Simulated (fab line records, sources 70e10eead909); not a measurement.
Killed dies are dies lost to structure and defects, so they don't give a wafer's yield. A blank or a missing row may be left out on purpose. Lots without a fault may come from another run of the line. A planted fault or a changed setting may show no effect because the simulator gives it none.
One fault seen from 2 desks | flow nand_harc | each desk has only its own numbers; what lay behind them comes last

THE METROLOGY DESK
What the gauges read, lot by lot, whatever tool the lot ran on: means of the sampled wafers that have a number. A lot is out of limits, marked OUT, if its mean lies more than 4 standard deviations from the usual mean; the brackets give that distance.
Columns: A = cd_nm at NHARC_A_SLIT_CD_MEAS_09, usual 300.0 nm; B = overlay_x_nm at NHARC_A_SLIT_OVL_MEAS_10, usual 0.3 nm; C = overlay_y_nm at NHARC_A_SLIT_OVL_MEAS_10, usual -0.2 nm
lot  | first seen here | A     | B    | C
L439 | day 19 10:13    | 300.3 | 0.6  | -1.9
L441 | day 20 13:30    | 300.1 | 0.2  | -1.0
L442 | day 20 22:31    | 299.6 | 0.6  | 0.2
L443 | day 21 11:20    | 300.0 | 1.7  | -0.6
L444 | day 22 03:59    | 300.2 | -0.1 | -0.1
L445 | day 22 09:07    | 300.5 | -0.9 | -0.4
L447 | day 23 01:08    | 300.8 | 1.0  | -0.0
L448 | day 23 19:59    | 299.9 | -0.4 | -0.6
L451 | day 24 11:43    | 300.3 | 1.0  | -1.0
L454 | day 26 00:52    | 300.1 | 1.0  | 0.0
L460 | day 28 23:54    | 300.2 | 1.5  | 1.0
L461 | day 29 11:47    | 300.0 | 0.7  | 1.3
L462 | day 29 12:22    | 300.4 | -1.3 | -0.7
This desk's finding: nothing out of limits on any of the 13 lots.

THE TOOL OWNER'S DESK: rie_metal-03
The tool's own readings at NHARC_A_WL_FILL_ETCHBACK_04 (etches the open film in NF3, target depth 60 nm, time 120 s): means of the sampled wafers that have a number, for each lot that ran on this tool. A lot is out of limits, marked OUT, if its mean lies more than 4 standard deviations from the usual mean; the brackets give that distance.
Columns: A = drypump_motor_current_A at NHARC_A_WL_FILL_ETCHBACK_04, usual 5.7 A; B = oes_product_au at NHARC_A_WL_FILL_ETCHBACK_04, usual 0.999 a.u.; C = run_length_s at NHARC_A_WL_FILL_ETCHBACK_04, usual 141.4 s
lot  | first seen here | A   | B     | C
L439 | day 20 03:20    | 5.2 | 1.011 | 141.7
L441 | day 21 06:34    | 5.2 | 1.011 | 141.7
L443 | day 22 02:01    | 5.2 | 1.018 | 141.6
L445 | day 23 04:14    | 5.5 | 1.004 | 141.8
L447 | day 23 15:58    | 5.2 | 1.000 | 141.5
L451 | day 25 03:17    | 5.5 | 0.996 | 125.2 (-41) OUT
L454 | day 26 15:26    | 5.2 | 0.996 | 125.4 (-41) OUT
This desk's finding: out of limits on L451, L454; first on L451, day 25 03:17 (run_length_s at NHARC_A_WL_FILL_ETCHBACK_04). In limits: L439, L441, L443, L445, L447.

PUT TOGETHER
The tool owner's desk could have raised an alarm at day 25 03:17, on L451, L454.
The metrology desk saw nothing out of limits.
The metrology desk has L451, L454 on record, within its limits.
Of the lots named, all ran NHARC_A_WL_FILL_ETCHBACK_04 on rie_metal-03.

WHAT THE SIMULATOR HAD PUT IN
Process parameter drift: rie_metal-03, from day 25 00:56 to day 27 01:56, at NHARC_A_WL_FILL_ETCHBACK_04. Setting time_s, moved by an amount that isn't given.
Lots struck among those shown: L451, L454.
Hours from the fault's start to each desk's first reading out of limits: the tool owner's desk, 2.
